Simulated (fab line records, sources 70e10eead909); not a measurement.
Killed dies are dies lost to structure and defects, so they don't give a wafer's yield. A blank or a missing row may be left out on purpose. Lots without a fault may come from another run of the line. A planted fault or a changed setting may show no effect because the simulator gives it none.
Chamber matching | flow nand_harc | NHARC_P_M2_STRIP_18 on rie_diel-13: 4 sister chambers
The step strips in N2/H2. 33 wafers are shown with their chamber, then 12 later ones without.

WAFERS WITH THEIR CHAMBER
wafer  | chamber | drypump_motor_current_A (A) | rf_vpp_V (V) | oes_product_au (a.u.)
L077.3 | 3       | 6.1                         | 91.7         | 1.000
L077.4 | 2       | 6.1                         | 91.0         | 0.992
L077.6 | 0       | 6.7                         | 90.4         | 1.011
L076.1 | 1       | 5.9                         | 90.6         | 1.003
L076.2 | 2       | 6.0                         | 91.0         | 1.000
L076.6 | 3       | 6.0                         | 89.8         | 0.997
L078.3 | 2       | 6.1                         | 90.6         | 1.000
L078.4 | 1       | 5.9                         | 88.6         | 0.998
L078.5 | 0       | 6.8                         | 91.6         | 1.012
L082.2 | 2       | 6.1                         | 91.3         | 1.009
L082.3 | 1       | 5.9                         | 88.9         | 0.990
L082.6 | 3       | 6.1                         | 91.1         | 0.989
L084.1 | 3       | 6.0                         | 91.8         | 1.001
L084.4 | 1       | 5.9                         | 89.4         | 0.996
L084.6 | 3       | 6.1                         | 92.0         | 1.005
L086.1 | 2       | 6.1                         | 90.1         | 0.988
L086.2 | 3       | 6.0                         | 91.7         | 1.004
L086.4 | 3       | 6.0                         | 91.3         | 0.993
L087.1 | 1       | 5.9                         | 89.4         | 1.010
L087.4 | 2       | 6.1                         | 92.6         | 1.008
L087.5 | 3       | 6.1                         | 92.9         | 0.997
L085.1 | 3       | 6.1                         | 92.5         | 1.001
L085.3 | 1       | 5.9                         | 90.4         | 1.009
L085.6 | 2       | 6.1                         | 93.2         | 1.000
L089.1 | 3       | 6.0                         | 92.5         | 0.997
L089.4 | 1       | 5.9                         | 89.5         | 1.003
L089.5 | 1       | 5.9                         | 90.2         | 0.999
L088.3 | 1       | 5.9                         | 90.1         | 1.002
L088.4 | 2       | 6.0                         | 90.9         | 1.005
L088.5 | 0       | 6.8                         | 92.0         | 1.006
L092.2 | 1       | 5.9                         | 90.5         | 0.990
L092.3 | 0       | 6.8                         | 90.9         | 0.995
L092.6 | 2       | 6.0                         | 90.3         | 0.999

SIGNATURES (means of the wafers above)
reading                 | chamber 0 | chamber 1 | chamber 2 | chamber 3 | scatter within a chamber
drypump_motor_current_A | 6.775     | 5.900     | 6.067     | 6.050     | 0.0425
rf_vpp_V                | 91.225    | 89.760    | 91.222    | 91.730    | 0.858
oes_product_au          | 1.00600   | 1.00000   | 1.00011   | 0.99840   | 0.00643
Rule: a wafer's distance from a chamber is the root of the sum, over the readings, of the square of ((its reading less the chamber's mean) divided by the reading's scatter). The wafer belongs to the nearest chamber; if the next one is less than 2 further off, it can't be placed. The scatter: the root of (the sum of the squares of (reading less its chamber's mean) over the shown wafers, divided by (wafers less chambers)).

WAFERS WITHOUT THEIR CHAMBER
wafer  | drypump_motor_current_A (A) | rf_vpp_V (V) | oes_product_au (a.u.)
L091.2 | 6.8                         | 90.4         | 0.998
L091.4 | 5.9                         | 91.1         | 0.994
L091.6 | 5.9                         | 90.4         | 0.989
L093.2 | 6.8                         | 91.1         | 0.999
L093.3 | 6.1                         | 93.2         | 1.001
L093.4 | 6.0                         | 90.1         | 1.002
L095.2 | 6.0                         | 91.4         | 1.005
L095.5 | 6.1                         | 91.4         | 1.003
L095.6 | 6.0                         | 91.6         | 1.005
L097.3 | 6.1                         | 92.7         | 1.003
L097.4 | 6.1                         | 90.9         | 1.009
L097.6 | 5.8                         | 90.4         | 1.014

WHICH CHAMBER EACH WENT THROUGH
wafer  | from the rows above          | in truth
L091.2 | 0                            | 0
L091.4 | can't be placed: 1 or 3      | 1
L091.6 | 1                            | 1
L093.2 | 0                            | 0
L093.3 | can't be placed: 3 or 2      | 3
L093.4 | can't be placed: 2 or 3 or 1 | 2
L095.2 | can't be placed: 3 or 2 or 1 | 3
L095.5 | can't be placed: 2 or 3      | 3
L095.6 | can't be placed: 3 or 2 or 1 | 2
L097.3 | can't be placed: 3 or 2      | 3
L097.4 | can't be placed: 2 or 3      | 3
L097.6 | 1                            | 1
Placed correctly: 4 of 12. Can't be placed from these rows: 8 (the true chamber is among the candidates in 8). Placed wrongly: 0.
